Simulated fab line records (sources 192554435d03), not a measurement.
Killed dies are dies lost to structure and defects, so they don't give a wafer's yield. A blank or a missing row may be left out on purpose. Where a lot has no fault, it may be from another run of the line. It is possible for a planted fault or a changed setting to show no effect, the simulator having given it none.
Lot-split experiment -- flow n5_finfet -- 39 wafers read across 7 lots, on a route 1938 steps long

## THE SPLIT ITSELF
At N5_MIM_BOT_ETCH_ETCH_04 (etches SiNx in CF4/O2, target depth 26 nm, time 13 s), the setting time_s was moved away from the recipe's 13 s on 9 of the 39 wafers read, by -54.5% to +21.7%. All remaining wafers had this setting at the recipe value.

## FROM SPLIT TO READING: 1 step shown by the file between the two
- N5_MIM_BOT_ETCH_ETCH_03: etches the open film in Cl2/BCl3, target depth 12 nm

## THE READING
oes_product_au, in a.u., at N5_MIM_BOT_ETCH_ETCH_00 (etches TiN in Cl2/BCl3, target depth 45.5 nm). Fault-free wafers of this fab line usually give 0.84 a.u., standard deviation 0.055 a.u.

wafer,"tool, chamber at the split","time_s as run, s",against the recipe,"oes_product_au, a.u.",against lot-mates on the recipe
L074.1,"rie_diel-05, 1",13,recipe,0.88,-
L074.2,"rie_diel-05, 2",13,recipe,0.81,-
L074.3,"rie_diel-05, 3",13,recipe,0.88,-
L074.4,"rie_diel-05, 0",13,recipe,0.81,-
L074.5,"rie_diel-05, 1",13,recipe,0.88,-
L074.6,"rie_diel-05, 2",13,recipe,0.81,-
L082.3,"rie_diel-06, 0",13,recipe,0.85,-
L082.4,"rie_diel-06, 1",13,recipe,0.82,-
L082.5,"rie_diel-06, 0",13,recipe,0.82,-
L084.1,"rie_diel-03, 2",13,recipe,0.92,-
L084.2,"rie_diel-03, 3",13,recipe,0.93,-
L084.3,"rie_diel-03, 0",13,recipe,0.91,-
L084.4,"rie_diel-03, 1",13,recipe,0.92,-
L084.5,"rie_diel-03, 0",13,recipe,0.93,-
L084.6,"rie_diel-03, 1",13,recipe,0.90,-
L092.1,"rie_diel-05, 3",6.894,-47.0%,0.45,-0.37
L092.2,"rie_diel-05, 2",6.894,-47.0%,0.39,-0.43
L092.3,"rie_diel-05, 0",13,recipe,0.84,-
L092.4,"rie_diel-05, 0",13,recipe,0.78,-
L092.5,"rie_diel-05, 2",6.894,-47.0%,0.38,-0.44
L092.6,"rie_diel-05, 3",13,recipe,0.83,-
L090.1,"rie_diel-05, 0",15.82,+21.7%,0.78,-0.03
L090.2,"rie_diel-05, 2",13,recipe,0.83,-
L090.3,"rie_diel-05, 3",13,recipe,0.77,-
L090.4,"rie_diel-05, 2",15.82,+21.7%,0.83,+0.02
L090.5,"rie_diel-05, 3",13,recipe,0.82,-
L090.6,"rie_diel-05, 0",15.82,+21.7%,0.77,-0.04
L097.1,"rie_diel-03, 1",13,recipe,0.88,-
L097.2,"rie_diel-03, 2",5.909,-54.5%,0.34,-0.54
L097.3,"rie_diel-03, 3",5.909,-54.5%,0.33,-0.55
L097.4,"rie_diel-03, 0",13,recipe,0.87,-
L097.5,"rie_diel-03, 2",13,recipe,0.88,-
L097.6,"rie_diel-03, 1",5.909,-54.5%,0.35,-0.53
L096.1,"rie_diel-06, 1",13,recipe,0.83,-
L096.2,"rie_diel-06, 3",13,recipe,0.76,-
L096.3,"rie_diel-06, 0",13,recipe,0.76,-
L096.4,"rie_diel-06, 2",13,recipe,0.83,-
L096.5,"rie_diel-06, 2",13,recipe,0.77,-
L096.6,"rie_diel-06, 1",13,recipe,0.82,-

THE FIT
A straight line over all 39 wafers: oes_product_au changes by +0.00792 a.u. for each +1% of time_s; r = +0.90; the points scatter about the line by 0.079 a.u.
The same after taking each lot's own level away (the mean of its wafers on the recipe; 39 wafers): +0.0082 a.u. for each +1%; r = +0.94; scatter 0.061 a.u.
On that fit, the largest move of time_s shifts the reading by 0.45 a.u.
From 0.795 to 0.918 a.u.: that is the span of the lots' own levels, equal to 2.2 times the standard deviation above.
Hence the lot-to-lot level has little effect on the slope; both slopes agree.
Check: -0.457 a.u. against its lot-mates is what the line predicts for one of the wafers moved furthest among these (-54.5%) when that wafer is left out of the fit. Against them it came out at -0.537 a.u.

## THESE WAFERS: OTHER SPLITS
Other splits were also applied to these wafers ahead of the reading. Each is held against what the fit with the lots' levels taken away leaves over:
other split on the same wafers,wafers away from the commonest value,r with oes_product_au (lot level and that fit taken away)
N5_BEOL_M13_ILD_DEP_00 target_thk_a,15,-0.01
N5_BEOL_M14_ETCH_68 target_depth_a,15,+0.23

## THE WHOLE CHAIN: every reading that the file lists as answering this split, in the file's order
step,what it does,reading,change (the file's fit),r (the file's)
N5_MIM_BOT_ETCH_ETCH_04,"etches SiNx in CF4/O2, target depth 26 nm, time 13 s","etch.depth_nm (the simulator's own value, which no gauge read)",+0.266 nm for each +1% of the setting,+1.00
N5_MIM_BOT_ETCH_ETCH_04,"etches SiNx in CF4/O2, target depth 26 nm, time 13 s","MIM_BOT_ETCH.cd_offset_nm (the simulator's own value, which no gauge read)",-0.0118 nm for each +1% of the setting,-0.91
N5_MIM_BOT_ETCH_ETCH_03,"etches the open film in Cl2/BCl3, target depth 12 nm",oes_product_au,+0.00847 a.u. for each +1% of the setting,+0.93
N5_MIM_BOT_ETCH_ETCH_00,"etches TiN in Cl2/BCl3, target depth 45.5 nm",oes_product_au,+0.0086 a.u. for each +1% of the setting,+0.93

## FILE'S OWN FIT
oes_product_au changes by +0.0086 a.u. for each +1% of time_s, r = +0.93.
